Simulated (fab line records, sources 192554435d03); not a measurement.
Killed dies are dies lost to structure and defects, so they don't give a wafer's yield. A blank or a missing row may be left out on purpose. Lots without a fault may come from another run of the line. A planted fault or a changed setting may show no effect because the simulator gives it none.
Chamber matching | flow n5_finfet | N5_FIN_SAQP_HM_DEP_03 on pecvd-02: 3 sister chambers
The step deposits SiNx from SiH4/NH3/N2, target thk 38 nm, time 33.6 s. 18 wafers are shown with their chamber, then 9 later ones without.

WAFERS WITH THEIR CHAMBER
wafer  | chamber | throttle_valve_pct (%) | showerhead_plenum_p_Torr (Torr) | heater_power_w (W)
L074.1 | 2       | 38.2                   | 5.07                            | 776
L074.2 | 1       | 42.0                   | 5.14                            | 730
L074.4 | 2       | 38.4                   | 5.05                            | 778
L075.3 | 0       | 42.6                   | 5.17                            | 943
L075.4 | 0       | 42.7                   | 5.18                            | 940
L075.6 | 2       | 38.4                   | 5.06                            | 854
L078.1 | 0       | 42.4                   | 5.17                            | 976
L078.2 | 2       | 38.6                   | 5.06                            | 845
L078.6 | 0       | 42.7                   | 5.16                            | 1005
L082.1 | 0       | 42.5                   | 5.17                            | 914
L082.3 | 1       | 42.0                   | 5.16                            | 765
L082.4 | 1       | 42.3                   | 5.15                            | 767
L083.1 | 0       | 42.3                   | 5.18                            | 970
L083.2 | 2       | 38.8                   | 5.06                            | 836
L083.4 | 0       | 42.3                   | 5.18                            | 953
L085.1 | 1       | 41.9                   | 5.15                            | 762
L085.3 | 2       | 38.6                   | 5.06                            | 894
L085.4 | 1       | 41.9                   | 5.14                            | 747

SIGNATURES (means of the wafers above)
reading                  | chamber 0 | chamber 1 | chamber 2 | scatter within a chamber
throttle_valve_pct       | 42.500    | 42.020    | 38.500    | 0.184
showerhead_plenum_p_Torr | 5.1729    | 5.1480    | 5.0600    | 0.00741
heater_power_w           | 957.29    | 754.20    | 830.50    | 33.4
Rule: a wafer's distance from a chamber is the root of the sum, over the readings, of the square of ((its reading less the chamber's mean) divided by the reading's scatter). The wafer belongs to the nearest chamber; if the next one is less than 2 further off, it can't be placed. The scatter: the root of (the sum of the squares of (reading less its chamber's mean) over the shown wafers, divided by (wafers less chambers)).

WAFERS WITHOUT THEIR CHAMBER
wafer  | throttle_valve_pct (%) | showerhead_plenum_p_Torr (Torr) | heater_power_w (W)
L087.3 | 38.8                   | 5.05                            | 850
L087.5 | 38.6                   | 5.06                            | 847
L087.6 | 42.8                   | 5.16                            | 950
L091.1 | 42.2                   | 5.15                            | 672
L091.2 | 42.7                   | 5.17                            | 940
L091.6 | 42.0                   | 5.15                            | 679
L093.1 | 39.2                   | 5.07                            | 801
L093.3 | 42.2                   | 5.13                            | 739
L093.4 | 42.4                   | 5.19                            | 1028

WHICH CHAMBER EACH WENT THROUGH
wafer  | from the rows above | in truth
L087.3 | 2                   | 2
L087.5 | 2                   | 2
L087.6 | 0                   | 0
L091.1 | 1                   | 1
L091.2 | 0                   | 0
L091.6 | 1                   | 1
L093.1 | 2                   | 2
L093.3 | 1                   | 1
L093.4 | 0                   | 0
Placed correctly: 9 of 9. Can't be placed from these rows: 0. Placed wrongly: 0.
